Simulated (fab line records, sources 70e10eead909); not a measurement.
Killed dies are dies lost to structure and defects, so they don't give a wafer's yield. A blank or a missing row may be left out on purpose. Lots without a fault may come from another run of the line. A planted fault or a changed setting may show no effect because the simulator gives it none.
A struck lot beside a sound one | flow nand_harc | 14 steps out of a route of 1302
Sound: wafers L519.1, L519.4, L519.5. Struck: wafers L526.1, L526.3, L526.4. The cause comes at the end.
At each step with rows: each side's tool, then ch and its chambers, then its first start. Under that, the readings that differ: sound wafers | struck wafers | difference of the means | sigmas: that difference in standard deviations of wafers without a fault.
alike: readings whose means differ by less than 2 such deviations, and words and numbers that are the same on both sides. not compared: withheld readings, readings that some wafer has no value for, bounds like >300 that may hide the same value, and numbers for which the record gives no deviation and whose values overlap.
The two part at a step that has a row with sigmas, a row that says differs or no value, or rows on one side only. Numbers that don't overlap but have no deviation are shown without sigmas and don't part them. A reading that every wafer of one side lacks parts them only if that side has two wafers or more.

first, 4 steps without rows for these wafers: NHARC_P_M1_EBR_05; NHARC_P_M1_EXPOSE_06 (exposes mask P M1, target cd 130 nm); NHARC_P_M1_PEB_07 (peb time 65 s); NHARC_P_M1_DEVELOP_08 (develop time 35 s).
NHARC_P_M1_CD_MEAS_09: target cd 130 nm.
  sound on cd_sem-03 ch 0, day 7 10:05; struck on cd_sem-02 ch 0, day 9 22:35
  reading    | sound             | struck            | difference | sigmas
  cd_nm (nm) | 128.5 129.2 128.8 | 130.4 130.4 130.6 | +1.6       | +2
NHARC_P_M1_OVL_MEAS_10: pitch 260 nm.
  sound on overlay-02, day 7 10:10; struck on overlay-01, day 9 22:41
  alike: overlay_x_nm, overlay_y_nm
NHARC_P_M1_INSPECT_11:
  sound on defect_inspect-01, day 7 10:12; struck on defect_inspect-01, day 9 22:43
  alike: raw_defect_count
NHARC_P_M1_DESCUM_14: chemistry O2, time 3 s.
  sound on rie_diel-09 ch 0,2, day 7 10:16; struck on rie_diel-12 ch 0,1,3, day 9 22:46
  alike: drypump_motor_current_A, oes_product_au, rf_vpp_V, showerhead_plenum_p_Torr, throttle_valve_pct
  not compared: rf_hours_counter_h
NHARC_P_M1_ETCH_35: etches the open film in N2/H2, target depth 40 nm, overetch 12 nm, time 43.94 s.
  sound on rie_diel-09 ch 0,3, day 7 10:22; struck on rie_diel-12 ch 1,2,3, day 9 22:52
  alike: drypump_motor_current_A, oes_product_au, rf_fwd_power_W, rf_vpp_V, showerhead_plenum_p_Torr, throttle_valve_pct
  not compared: rf_hours_counter_h
NHARC_P_M1_ETCH_15: etches the open film in C4F8/Ar, target depth 182.5 nm, time 91.2 s.
  sound on rie_diel-09 ch 0,1; struck on rie_diel-12 ch 0,1,3
  reading               | sound             | struck            | difference | sigmas
  oes_product_au (a.u.) | 0.980 0.957 0.953 | 0.922 0.923 0.915 | -0.043     | -2
  alike: rf_fwd_power_W, rf_vpp_V
  not compared: rf_hours_counter_h
NHARC_P_M1_CD_MEAS_16:
  sound on cd_sem-02, day 7 10:34; struck on cd_sem-02, day 9 23:05
  alike: cd_nm
NHARC_P_M1_STRIP_18: strips in N2/H2.
  sound on rie_diel-12 ch 0,1, day 7 10:38; struck on rie_diel-09 ch 0,1,3, day 9 23:09
  alike: drypump_motor_current_A, oes_product_au, rf_fwd_power_W, rf_vpp_V, showerhead_plenum_p_Torr, throttle_valve_pct
  not compared: rf_hours_counter_h
NHARC_P_M1_ETCH_28: etches the open film in CF4/N2, target depth 30 nm, time 72.99 s.
  sound on rie_diel-12 ch 0,2,3, day 7 10:54; struck on rie_diel-09 ch 0,2,3, day 9 23:23
  reading               | sound             | struck            | difference | sigmas
  oes_product_au (a.u.) | 1.011 0.997 1.006 | 0.804 0.815 0.809 | -0.195     | -23
  alike: cf4_flow_sccm, drypump_motor_current_A, rf_fwd_power_W, rf_vpp_V, showerhead_plenum_p_Torr, throttle_valve_pct
  not compared: rf_hours_counter_h
then, 1 step without rows for these wafers: NHARC_P_M1_STRIP_19 (strips in post etch residue remover, time 600 s).

WHERE THEY PART
First at NHARC_P_M1_CD_MEAS_09; last, within this record, at NHARC_P_M1_ETCH_28.

WHY: what the simulator had put in
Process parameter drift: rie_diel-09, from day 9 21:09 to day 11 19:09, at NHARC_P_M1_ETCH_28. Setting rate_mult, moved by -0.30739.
